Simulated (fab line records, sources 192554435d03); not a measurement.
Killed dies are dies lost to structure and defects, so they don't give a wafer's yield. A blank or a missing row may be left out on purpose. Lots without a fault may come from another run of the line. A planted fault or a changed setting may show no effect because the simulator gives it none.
fab line records | flow n5_finfet | part 1 of 2: steps 1 to 21 of 28
record lots=5 wafers=15 last_day=17
route steps=1938 shown BEOL_M2@859
lots that met no fault: from a run of the same line without faults
start_h: hours from the record's first day to the start of the lot's first wafer shown | wait_h: hours since the lot's step before | " the same as in the row above | L1.1+2: a row that stands for several wafers | - no value, or no start given | * or withheld: withheld | < > ~ a bound
route shown NAME@n: a module of which the file shows steps, and the number in the route of the first | usual: mean/standard deviation of fault-free wafers | same: alike in all rows | chamber/n: place in a boat | sites: the reading at each site | _std_site: their standard deviation | _edge_site: outer sites' mean less inner sites' | radius_mm: how far each site lies from the wafer's centre | mask NAME#n: copy n | behind: the tool/chamber that last shaped the wafer | hold: why the lot was held/for how many hours/how that ended | device: the transistor (n, p or np) that didn't switch | end of line: the same wafers' tests at the end of the route | a step without rows: its recipe alone | killed: dies lost to structure and defects at the first sort, not the wafer's yield | map: a wafer's dies, x killed, . not, _ none there
set.NAME: the setting as run; set.NAME@STEP: as run at that earlier step | model.NAME: the simulator's own value behind a step, which no gauge read
lots at some steps of the route; a table a step, a row a wafer
services: from which hour (start_h, from the record's first day; less than 0 if before it) a tool's chamber was out of use, for how many hours, and why
## steps
# step N5_BEOL_M2_ETCH_63
# recipe chemistry=CF4 target=SiARC target_depth_a=156 mask_material=CAR-EUV time_s=26 ion_energy_ev=80 pressure_mtorr=40 source_w=545 bias_w=36 Ar_flow_sccm=100 cf4_flow_sccm=100 ends=cleared
# usual drypump_motor_current_A=5.6/0.6 etch_rf_on_time_s=25.8/0.65 oes_product_au=0.69/0.086 rf_vpp_V=184.3/1.2 showerhead_plenum_p_Torr=2.15/0.078 throttle_valve_pct=15.64/0.28
# columns lot.wafer tool chamber start_h wait_h drypump_motor_current_A etch_rf_on_time_s oes_product_au rf_hours_counter_h rf_vpp_V showerhead_plenum_p_Torr throttle_valve_pct
L087.2 rie_diel-05 1 209.66 0.0 5.3 24.9 0.83 9 186.0 2.26 15.55
L087.4 " 2 " " 5.3 25.9 0.72 - 185.7 2.15 15.19
L087.5 " 1 " " 5.3 25.1 0.82 - 185.5 2.26 15.54
L090.3 rie_diel-04 3 228.13 0.0 6.2 26.8 0.63 142 183.8 2.07 15.90
L090.4 " 3 " " 6.2 26.5 0.64 - 183.2 2.07 15.91
L090.6 " 2 " " 5.7 26.3 0.78 - 182.3 2.08 15.41
L093.1 rie_diel-04 3 257.73 0.0 6.2 26.1 0.64 153 183.2 2.07 15.95
L093.3 " 1 " " 5.9 24.4 0.83 6 184.8 2.19 15.75
L093.6 " 1 " " 5.9 24.5 0.84 - 184.6 2.19 15.75
L095.2 rie_diel-06 2 261.28 0.0 5.1 26.1 0.65 119 184.4 2.27 15.56
L095.5 " 3 " " 5.9 26.2 0.65 - 184.8 2.15 15.64
L095.6 " 2 " " 5.1 26.5 0.65 - 184.5 2.27 15.55
L094.2 rie_diel-05 1 265.79 0.0 5.3 24.9 0.77 31 185.7 2.25 15.57
L094.3 " 2 " " 5.3 25.6 0.71 82 184.5 2.15 15.21
L094.5 " 0 " " 4.8 24.2 0.83 - 186.5 2.28 15.48
# step N5_BEOL_M2_ETCH_64
# recipe chemistry=N2/H2 target=SOC target_depth_a=750 overetch_a=225 mask_material=SiARC temp_c=40 time_s=121.9 ion_energy_ev=200 pressure_mtorr=30 source_w=840 bias_w=150 n2_flow_sccm=200 h2_flow_sccm=200
# usual drypump_motor_current_A=5.6/0.6 oes_product_au=0.61/0.073 rf_vpp_V=524.3/2.7 showerhead_plenum_p_Torr=2.56/0.095 throttle_valve_pct=17.85/0.26
# columns lot.wafer tool chamber start_h wait_h drypump_motor_current_A oes_product_au rf_hours_counter_h rf_vpp_V showerhead_plenum_p_Torr throttle_valve_pct
L087.2 rie_diel-05 1 209.69 0.0 5.4 0.71 9 528.3 2.72 17.92
L087.4 " 2 " " 5.3 0.64 - 525.0 2.57 17.42
L087.5 " 1 " " 5.3 0.71 - 528.5 2.72 17.92
L090.3 rie_diel-04 3 228.16 0.0 6.2 0.57 142 521.8 2.44 18.17
L090.4 " 3 " " 6.2 0.57 - 522.3 2.44 18.19
L090.6 " 2 " " 5.7 0.70 - 523.5 2.48 17.65
L093.1 rie_diel-04 3 257.76 0.0 6.2 0.57 153 520.3 2.43 18.20
L093.3 " 1 " " 5.9 0.72 6 524.9 2.59 17.88
L093.6 " 1 " " 5.9 0.72 - 525.4 2.59 17.88
L095.2 rie_diel-06 2 261.31 0.0 5.1 0.58 119 526.9 2.67 17.69
L095.5 " 3 " " 5.9 0.59 - 524.4 2.56 17.85
L095.6 " 2 " " 5.1 0.57 - 527.6 2.68 17.72
L094.2 rie_diel-05 1 265.82 0.0 5.3 0.68 31 528.5 2.71 17.97
L094.3 " 2 " " 5.3 0.62 82 524.2 2.56 17.46
L094.5 " 0 " " 4.8 0.70 - 527.8 2.71 17.73
# step N5_BEOL_M2_STRIP_65
# recipe chemistry=N2/H2 temp_c=40 n2_flow_sccm=200 h2_flow_sccm=200 rf_frequency_hz=6e+07
# columns lot.wafer tool chamber start_h wait_h
L087.2+4+5 rie_diel-05 1,2,1 209.80 0.1
L090.3+4+6 rie_diel-04 3,3,2 228.27 0.1
L093.1+3+6 rie_diel-04 3,1,1 257.87 0.1
L095.2+5+6 rie_diel-06 2,3,2 261.42 0.1
L094.2+3+5 rie_diel-05 1,2,0 265.93 0.1
# step N5_BEOL_M2_STRIP_75
# recipe chemistry=N2/H2 temp_c=40 n2_flow_sccm=200 h2_flow_sccm=200 rf_frequency_hz=6e+07
# columns lot.wafer tool chamber start_h wait_h
L087.2+4+5 rie_diel-05 1,2,1 209.81 0.0
L090.3+4+6 rie_diel-04 3,3,2 228.28 0.0
L093.1+3+6 rie_diel-04 3,1,1 257.88 0.0
L095.2+5+6 rie_diel-06 2,3,2 261.43 0.0
L094.2+3+5 rie_diel-05 1,2,0 265.94 0.0
# step N5_BEOL_M2_STRIP_66
# recipe chemistry=CF4 resist=SiARC power_w=300 bias_power_w=75 pressure_mtorr=50 cf4_flow_sccm=150 rf_frequency_hz=6e+07
# usual bias_power_w=75.06/0.22 drypump_motor_current_A=5.6/0.6 oes_product_au=0.79/0.095 rf_vpp_V=271.4/1.6 showerhead_plenum_p_Torr=1.80/0.065 throttle_valve_pct=13.61/0.28
# columns lot.wafer tool chamber start_h wait_h bias_power_w drypump_motor_current_A oes_product_au rf_hours_counter_h rf_vpp_V showerhead_plenum_p_Torr throttle_valve_pct
L087.2 rie_diel-05 1 209.82 0.0 75.13 5.3 0.92 9 272.5 1.90 13.48
L087.4 " 2 " " 75.07 5.3 0.84 - 272.6 1.82 13.19
L087.5 " 1 " " 75.37 5.3 0.92 - 274.1 1.89 13.49
L090.3 rie_diel-04 3 228.29 0.0 75.10 6.2 0.75 142 270.1 1.72 13.83
L090.4 " 3 " " 75.48 6.2 0.75 - 270.3 1.72 13.80
L090.6 " 2 " " 74.69 5.7 0.92 - 269.9 1.76 13.42
L093.1 rie_diel-04 3 257.89 0.0 75.05 6.2 0.74 153 268.5 1.72 13.83
L093.3 " 1 " " 74.66 5.9 0.94 6 272.9 1.83 13.62
L093.6 " 1 " " 75.05 5.9 0.94 - 272.8 1.83 13.61
L095.2 rie_diel-06 2 261.44 0.0 74.98 5.1 0.75 119 271.6 1.91 13.54
L095.5 " 3 " " 75.39 5.9 0.76 - 270.2 1.80 13.63
L095.6 " 2 " " 74.95 5.1 0.75 - 274.1 1.91 13.53
L094.2 rie_diel-05 1 265.95 0.0 74.90 5.3 0.88 31 274.8 1.89 13.55
L094.3 " 2 " " 75.02 5.3 0.80 82 270.9 1.81 13.26
L094.5 " 0 " " 75.18 4.8 0.92 - 273.3 1.89 13.35
# step N5_BEOL_M2_HM_OPEN_17
# recipe chemistry=Cl2/BCl3 target_depth_a=200 overetch_a=60 target=TiN mask_material=SOC ion_energy_ev=150 pressure_mtorr=10 icp_w=1000 bias_w=126 Cl2_flow_sccm=53.25 bcl3_flow_sccm=21.75 Ar_flow_sccm=25
# usual drypump_motor_current_A=5.8/0.43 mfc_cl2_sccm=53.23/0.16 oes_product_au=0.68/0.073 throttle_valve_pct=21.98/0.19
# columns lot.wafer tool chamber start_h wait_h drypump_motor_current_A mfc_cl2_sccm oes_product_au rf_hours_counter_h throttle_valve_pct
L087.2 rie_metal-01 0 209.87 0.0 5.9 53.16 0.63 54 21.96
L087.4 " 0 " " 5.9 53.21 0.63 - 21.96
L087.5 " 0 " " 5.9 53.09 0.63 - 21.95
L090.3 rie_metal-01 0 228.36 0.1 5.9 53.06 0.62 - 21.95
L090.4 " 1 " " 5.5 52.96 0.77 - 21.93
L090.6 " 0 " " 5.8 53.33 0.63 - 21.96
L093.1 rie_metal-02 1 257.93 0.0 5.8 52.98 0.70 23 22.00
L093.3 " 1 " " 5.8 53.18 0.69 - 22.01
L093.6 " 1 " " 5.8 53.25 0.71 - 21.98
L095.2 rie_metal-03 0 261.48 0.0 5.3 53.49 0.72 24 21.88
L095.5 " 0 " " 5.3 53.41 0.71 - 21.90
L095.6 " 1 " " 5.6 52.91 0.53 - 22.43
L094.2 rie_metal-02 0 265.99 0.0 6.6 53.21 0.69 32 21.80
L094.3 " 1 " " 5.8 53.20 0.70 - 21.99
L094.5 " 0 " " 6.6 52.97 0.70 - 21.79
# step N5_BEOL_M2_STRIP_19
# recipe chemistry=O2 power_w=400 temp_c=40 pressure_mtorr=30 rf_frequency_hz=6e+07 bias_power_w=0 overash_fraction=0.2 o2_flow_sccm=225
# usual drypump_motor_current_A=5.6/0.62 o2_flow_sccm=225.0/0.6 oes_product_au=0.81/0.096 rf_vpp_V=3.6/0.52 showerhead_plenum_p_Torr=2.12/0.08 throttle_valve_pct=16.68/0.25
# same bias_power_w=0
# columns lot.wafer tool chamber start_h wait_h drypump_motor_current_A o2_flow_sccm oes_product_au rf_hours_counter_h rf_vpp_V showerhead_plenum_p_Torr throttle_valve_pct
L087.2 rie_diel-05 3 209.98 0.1 6.3 224.7 0.93 21 3.9 2.14 16.47
L087.4 " 1 " " 5.3 225.2 0.93 - 3.6 2.22 16.59
L087.5 " 2 " " 5.3 225.9 0.87 - 3.5 2.13 16.35
L090.3 rie_diel-04 2 228.44 0.1 5.6 224.5 0.94 18 3.9 2.04 16.48
L090.4 " 0 " " 6.7 224.9 0.72 - 4.8 2.15 16.63
L090.6 " 2 " " 5.7 225.6 0.95 - 3.4 2.04 16.47
L093.1 rie_diel-05 0 258.04 0.1 4.8 225.6 0.94 18 3.9 2.25 16.66
L093.3 " 1 " " 5.4 224.7 0.89 28 3.7 2.21 16.64
L093.6 " 0 " " 4.8 224.6 0.94 - 2.8 2.25 16.65
L095.2 rie_diel-06 3 261.76 0.3 5.8 224.7 0.79 127 3.6 2.11 16.72
L095.5 " 0 " " 6.2 225.2 0.96 - 3.7 2.04 16.59
L095.6 " 3 " " 5.9 224.8 0.79 - 3.8 2.11 16.71
L094.2 rie_diel-05 1 266.11 0.1 5.3 226.0 0.87 31 2.9 2.21 16.65
L094.3 " 2 " " 5.3 225.4 0.83 82 3.7 2.12 16.39
L094.5 " 2 " " 5.3 224.8 0.82 - 4.1 2.12 16.41
# step N5_BEOL_M2_CD_MEAS_18
# recipe pitch_nm=36 target_cd_nm=18
# usual cd_nm=18.0/0.42
# columns lot.wafer tool chamber start_h wait_h cd_nm
L087.2 cd_sem-03 - 210.05 0.1 17.7
L087.4 " - " " 18.1
L087.5 " - " " 17.8
L090.3 cd_sem-01 - 228.52 0.1 17.0
L090.4 " - " " 17.6
L090.6 " - " " 17.9
L093.1 cd_sem-01 - 258.11 0.0 17.0
L093.3 " - " " 17.7
L093.6 " - " " 18.0
L095.2 cd_sem-02 - 261.83 0.1 18.2
L095.5 " - " " 18.2
L095.6 " - " " 18.6
L094.2 cd_sem-02 - 266.18 0.1 18.6
L094.3 " - " " 17.9
L094.5 " - " " 18.5
# step N5_BEOL_M2_COAT_67
# recipe resist=SOC temp_c=250 time_s=60 spin_rpm=1500 resist_thk_nm=60
# columns lot.wafer tool chamber start_h wait_h
L087.2+4+5 litho_track-03 0 210.08 0.0
L090.3+4+6 litho_track-05 0 228.55 0.0
L093.1+3+6 litho_track-04 0 258.15 0.0
L095.2+5+6 litho_track-04 0 261.87 0.0
L094.2+3+5 litho_track-03 0 266.22 0.0
# step N5_BEOL_M2_COAT_68
# recipe resist=SiARC temp_c=220 time_s=60 spin_rpm=1500 resist_thk_nm=12
# columns lot.wafer tool chamber start_h wait_h
L087.2+4+5 litho_track-03 0 - -
L090.3+4+6 litho_track-05 0 - -
L093.1+3+6 litho_track-04 0 - -
L095.2+5+6 litho_track-04 0 - -
L094.2+3+5 litho_track-03 0 - -
# step N5_BEOL_M2_COAT_76
# recipe resist=underlayer temp_c=205 time_s=60 spin_rpm=1500 resist_thk_nm=5
# columns lot.wafer tool chamber start_h wait_h
L087.2+4+5 litho_track-03 0 - -
L090.3+4+6 litho_track-05 0 - -
L093.1+3+6 litho_track-04 0 - -
L095.2+5+6 litho_track-04 0 - -
L094.2+3+5 litho_track-03 0 - -
# step N5_BEOL_M2_COAT_22
# recipe resist=CAR-EUV spin_rpm=1500 resist_thk_nm=30
# columns lot.wafer tool chamber start_h wait_h
L087.2+4+5 litho_track-03 0 - -
L090.3+4+6 litho_track-05 0 - -
L093.1+3+6 litho_track-04 0 - -
L095.2+5+6 litho_track-04 0 - -
L094.2+3+5 litho_track-03 0 - -
# step N5_BEOL_M2_EBR_24
# recipe solvent=PGMEA ebr_width_mm=1.5
# same ebr_width_mm=1.5
# columns lot.wafer tool chamber start_h wait_h
L087.2+4+5 litho_track-03 0 - -
L090.3+4+6 litho_track-05 0 - -
L093.1+3+6 litho_track-04 0 - -
L095.2+5+6 litho_track-04 0 - -
L094.2+3+5 litho_track-03 0 - -
# step N5_BEOL_M2_SOFTBAKE_23
# recipe temp_c=110 time_s=60 resist=CAR-EUV
# columns lot.wafer tool chamber start_h wait_h
L087.2+4+5 litho_track-03 0 - -
L090.3+4+6 litho_track-05 0 - -
L093.1+3+6 litho_track-04 0 - -
L095.2+5+6 litho_track-04 0 - -
L094.2+3+5 litho_track-03 0 - -
# step N5_BEOL_M2_EXPOSE_25
# recipe mask_id=V1 na=0.33 source_shape=quasar sigma_inner=0.2 sigma_outer=0.8 polarization=unpolarized defocus_nm=5 dose_mj=63
# usual stage_msd_nm=0.90/0.058
# same dipole_opening_deg=30
# columns lot.wafer tool chamber start_h wait_h mask stage_msd_nm
L087.2 euv_scanner-02 0 210.23 - V1#0 0.94
L087.4 " 0 " " V1#0 0.95
L087.5 " 0 " " V1#0 0.95
L090.3 euv_scanner-01 0 228.83 - V1#0 0.82
L090.4 " 0 " " V1#0 0.83
L090.6 " 0 " " V1#0 0.82
L093.1 euv_scanner-01 0 258.41 - V1#0 0.82
L093.3 " 0 " " V1#0 0.82
L093.6 " 0 " " V1#0 0.82
L095.2 euv_scanner-02 0 262.01 - V1#0 0.93
L095.5 " 0 " " V1#0 0.94
L095.6 " 0 " " V1#0 0.93
L094.2 euv_scanner-01 0 266.49 - V1#0 0.82
L094.3 " 0 " " V1#0 0.82
L094.5 " 0 " " V1#0 0.82
# step N5_BEOL_M2_PEB_26
# recipe peb_temp_c=100 peb_time_s=60 resist=CAR-EUV
# columns lot.wafer tool chamber start_h wait_h
L087.2+4+5 litho_track-05 0 210.30 0.1
L090.3+4+6 litho_track-03 0 228.89 0.1
L093.1+3+6 litho_track-05 0 258.49 0.1
L095.2+5+6 litho_track-05 0 262.08 0.1
L094.2+3+5 litho_track-04 0 266.56 0.1
# step N5_BEOL_M2_DEVELOP_27
# recipe develop_time_s=30 developer=TMAH resist=CAR-EUV rinse_liquid=surfactant_rinse dry=air_spin dev_temp_c=23
# usual developer_temp_C=23.00/0.11
# columns lot.wafer tool chamber start_h wait_h developer_temp_C
L087.2 litho_track-05 0 - - 23.16
L087.4 " 0 " " 23.10
L087.5 " 0 " " 23.04
L090.3 litho_track-03 0 - - 22.98
L090.4 " 0 " " 23.10
L090.6 " 0 " " 23.15
L093.1 litho_track-05 0 - - 23.19
L093.3 " 0 " " 23.13
L093.6 " 0 " " 23.17
L095.2 litho_track-05 0 - - 23.02
L095.5 " 0 " " 23.01
L095.6 " 0 " " 23.04
L094.2 litho_track-04 0 - - 23.02
L094.3 " 0 " " 23.16
L094.5 " 0 " " 23.25
# step N5_BEOL_M2_CD_MEAS_28
# recipe target_cd_nm=26.2 landing_energy_ev=500 detector=se_inlens target_cd_y_nm=24.1 polarity=opening
# usual cd_nm=26.11/0.24
# columns lot.wafer tool chamber start_h wait_h cd_nm
L087.2 cd_sem-01 0 210.37 - 26.17
L087.4 " 0 " " 26.49
L087.5 " 0 " " 26.59
L090.3 cd_sem-02 0 228.96 - 25.86
L090.4 " 0 " " 26.10
L090.6 " 0 " " 25.91
L093.1 cd_sem-01 0 258.56 - 26.10
L093.3 " 0 " " 26.72
L093.6 " 0 " " 26.30
L095.2 cd_sem-01 0 262.15 - 25.97
L095.5 " 0 " " 26.05
L095.6 " 0 " " 26.66
L094.2 cd_sem-03 0 266.63 - 26.11
L094.3 " 0 " " 26.23
L094.5 " 0 " " 26.06
# step N5_BEOL_M2_OVL_MEAS_29
# recipe points_per_wafer=522
# usual V1_OVL=0.2/0.64
# columns lot.wafer tool chamber start_h wait_h V1_OVL[nm]
L087.2 overlay-01 0 210.40 0.0 0.1
L087.4 " 0 " " 0.6
L087.5 " 0 " " 0.1
L090.3 overlay-01 0 229.00 0.0 -0.3
L090.4 " 0 " " 0.3
L090.6 " 0 " " -0.7
L093.1 overlay-02 0 258.59 0.0 0.0
L093.3 " 0 " " -0.6
L093.6 " 0 " " -0.3
L095.2 overlay-02 0 262.19 0.0 0.3
L095.5 " 0 " " 0.8
L095.6 " 0 " " 0.0
L094.2 overlay-02 0 266.67 0.0 -0.4
L094.3 " 0 " " 0.2
L094.5 " 0 " " -0.1
# step N5_BEOL_M2_INSPECT_30
# recipe mode=adi inspect_instrument=brightfield
# usual raw_defect_count=426/120
# columns lot.wafer tool chamber start_h wait_h raw_defect_count
L087.2 defect_inspect-01 - 210.45 0.0 556
L087.4 " - " " 454
L087.5 " - " " 610
L090.3 defect_inspect-01 - 229.05 0.0 393
L090.4 " - " " 459
L090.6 " - " " 697
L093.1 defect_inspect-01 - 258.65 0.1 362
L093.3 " - " " 514
L093.6 " - " " 586
L095.2 defect_inspect-02 - 262.24 0.0 253
L095.5 " - " " 238
L095.6 " - " " 321
L094.2 defect_inspect-02 - 266.72 0.0 445
L094.3 " - " " 342
L094.5 " - " " 350
# step N5_BEOL_M2_DESCUM_33
# recipe chemistry=O2 time_s=7 source_power_w=50 bias_power_w=20 pressure_mtorr=20 rf_frequency_hz=2.712e+07 temp_c=40 resist=CAR-EUV o2_flow_sccm=225
# usual bias_power_w=20.00/0.059 drypump_motor_current_A=5.6/0.6 o2_flow_sccm=224.9/0.73 oes_product_au=0.79/0.1 rf_vpp_V=243.4/1.5 showerhead_plenum_p_Torr=2.10/0.081 throttle_valve_pct=20.48/0.29
# columns lot.wafer tool chamber start_h wait_h bias_power_w drypump_motor_current_A o2_flow_sccm oes_product_au rf_hours_counter_h rf_vpp_V showerhead_plenum_p_Torr throttle_valve_pct
L087.2 rie_diel-06 2 210.49 0.0 20.11 5.1 225.5 0.78 101 243.9 2.22 20.30
L087.4 " 2 " " 20.04 5.1 225.4 0.78 - 243.3 2.22 20.28
L087.5 " 3 " " 20.02 5.9 223.6 0.81 - 243.4 2.11 20.44
L090.3 rie_diel-05 0 229.08 0.0 20.07 4.8 225.7 0.98 6 246.6 2.25 20.51
L090.4 " 1 " " 19.96 5.3 225.4 0.91 16 245.9 2.21 20.41
L090.6 " 2 " " 19.99 5.3 225.5 0.85 - 243.2 2.12 20.15
L093.1 rie_diel-05 2 258.68 0.0 20.09 5.3 224.2 0.83 79 243.0 2.12 20.17
L093.3 " 1 " " 19.97 5.3 224.5 0.88 28 244.9 2.21 20.42
L093.6 " 1 " " 20.00 5.3 224.7 0.88 - 245.5 2.21 20.43
L095.2 rie_diel-06 3 262.27 0.0 19.99 5.9 224.5 0.78 127 242.3 2.10 20.47
L095.5 " 3 " " 20.01 5.9 225.4 0.78 - 243.8 2.10 20.46
L095.6 " 0 " " 19.99 6.2 224.9 0.95 - 242.3 2.04 20.37
L094.2 rie_diel-04 2 266.86 0.1 20.07 5.6 224.9 0.89 33 242.1 2.03 20.25
L094.3 " 0 " " 19.95 6.7 225.8 0.70 216 244.1 2.14 20.32
L094.5 " 2 " " 20.04 5.7 225.2 0.89 - 242.3 2.03 20.25
